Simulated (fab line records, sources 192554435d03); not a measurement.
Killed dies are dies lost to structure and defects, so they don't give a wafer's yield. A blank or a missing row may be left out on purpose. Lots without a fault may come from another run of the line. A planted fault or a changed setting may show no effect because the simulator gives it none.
One fault seen from 2 desks | flow n5_finfet | each desk has only its own numbers; what lay behind them comes last

THE METROLOGY DESK
What the gauges read, lot by lot, whatever tool the lot ran on: means of the sampled wafers that have a number. A lot is out of limits, marked OUT, if its mean lies more than 4 standard deviations from the usual mean; the brackets give that distance.
Columns: A = M13_THK at N5_BEOL_M13_THK_MEAS_50, usual 397 nm; B = M13_RS at N5_BEOL_M13_RS_MEAS_54, usual 0.0453 ohm/sq
lot  | first seen here | A   | B
L276 | day 11 22:10    | 401 | 0.0447
L281 | day 13 02:59    | 398 | 0.0451
L289 | day 15 12:00    | 392 | 0.0464
L291 | day 15 13:05    | 399 | 0.0447
L292 | day 15 21:25    | 388 | 0.0460
L294 | day 16 07:01    | 397 | 0.0451
L295 | day 16 19:04    | 393 | 0.0458
This desk's finding: nothing out of limits on any of the 7 lots.

THE TOOL OWNER'S DESK: pecvd-04
The tool's own readings at N5_BEOL_M13_DEP_53 (deposits SiCN from 3MS/NH3, target thk 50 nm, time 17.8 s): means of the sampled wafers that have a number, for each lot that ran on this tool. A lot is out of limits, marked OUT, if its mean lies more than 4 standard deviations from the usual mean; the brackets give that distance.
Columns: A = showerhead_plenum_p_Torr at N5_BEOL_M13_DEP_53, usual 4.150 Torr; B = throttle_valve_pct at N5_BEOL_M13_DEP_53, usual 18.1 %
lot  | first seen here | A     | B
L281 | day 13 03:04    | 4.145 | 18.6
L289 | day 15 12:04    | 4.160 | 18.2
L291 | day 15 13:09    | 4.152 | 18.5
L292 | day 15 21:30    | 4.149 | 18.6
This desk's finding: nothing out of limits on any of the 4 lots.

PUT TOGETHER
The metrology desk saw nothing out of limits.
The tool owner's desk saw nothing out of limits.

WHAT THE SIMULATOR HAD PUT IN
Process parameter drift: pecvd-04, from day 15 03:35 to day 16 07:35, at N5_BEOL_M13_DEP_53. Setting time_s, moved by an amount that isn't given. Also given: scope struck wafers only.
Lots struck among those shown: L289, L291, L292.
